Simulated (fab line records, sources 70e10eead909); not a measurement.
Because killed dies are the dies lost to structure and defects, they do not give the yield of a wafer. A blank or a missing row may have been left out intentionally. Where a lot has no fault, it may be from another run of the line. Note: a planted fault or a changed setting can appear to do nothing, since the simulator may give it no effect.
Chamber matching	flow nand_harc	4 sister chambers for NHARC_A_CHANNEL_HOLE_D1_ETCH_38 on rie_diel-03
The step etches the open film in CF4, target depth 39 nm, time 65 s. 8 wafers are shown with their chamber, then 8 later ones without.

## EACH WAFER AND ITS CHAMBER
wafer	chamber	showerhead_plenum_p_Torr (Torr)	drypump_motor_current_A (A)
L082.3	2	1.78	6.04
L084.1	2	1.79	6.02
L088.1	3	1.79	5.70
L088.4	0	1.67	6.01
L089.2	3	1.79	5.72
L089.4	0	1.67	6.03
L089.5	1	1.68	6.13
L091.1	1	1.68	6.17

## WAFERS MISSING THEIR CHAMBER
wafer	showerhead_plenum_p_Torr (Torr)	drypump_motor_current_A (A)
L091.2	1.78	6.04
L091.3	1.67	6.03
L095.2	1.78	6.03
L095.5	1.79	5.69
L095.6	1.78	6.04
L096.1	1.78	6.04
L096.5	1.79	5.72
L096.6	1.67	6.03

## THE CHAMBER EACH PASSED THROUGH
wafer	from the rows above	in truth
L091.2	2	2
L091.3	0	0
L095.2	2	2
L095.5	3	3
L095.6	2	2
L096.1	2	2
L096.5	3	3
L096.6	0	0
Placed correctly: 8 of 8. Can't be placed from these rows: 0. 0 placed wrongly.
How it was worked out, from the rows above alone: a wafer's distance from a chamber is the root of the sum, over the readings, of the square of ((its reading less the chamber's mean) divided by the reading's scatter). The wafer belongs to the nearest chamber; if the next one is less than 2 further off, it can't be placed. A chamber's mean is the mean of its shown wafers. How the scatter is found: for the shown wafers, subtract from each reading the mean of its chamber, square and add these, divide the total by (wafers less chambers), then take the root.
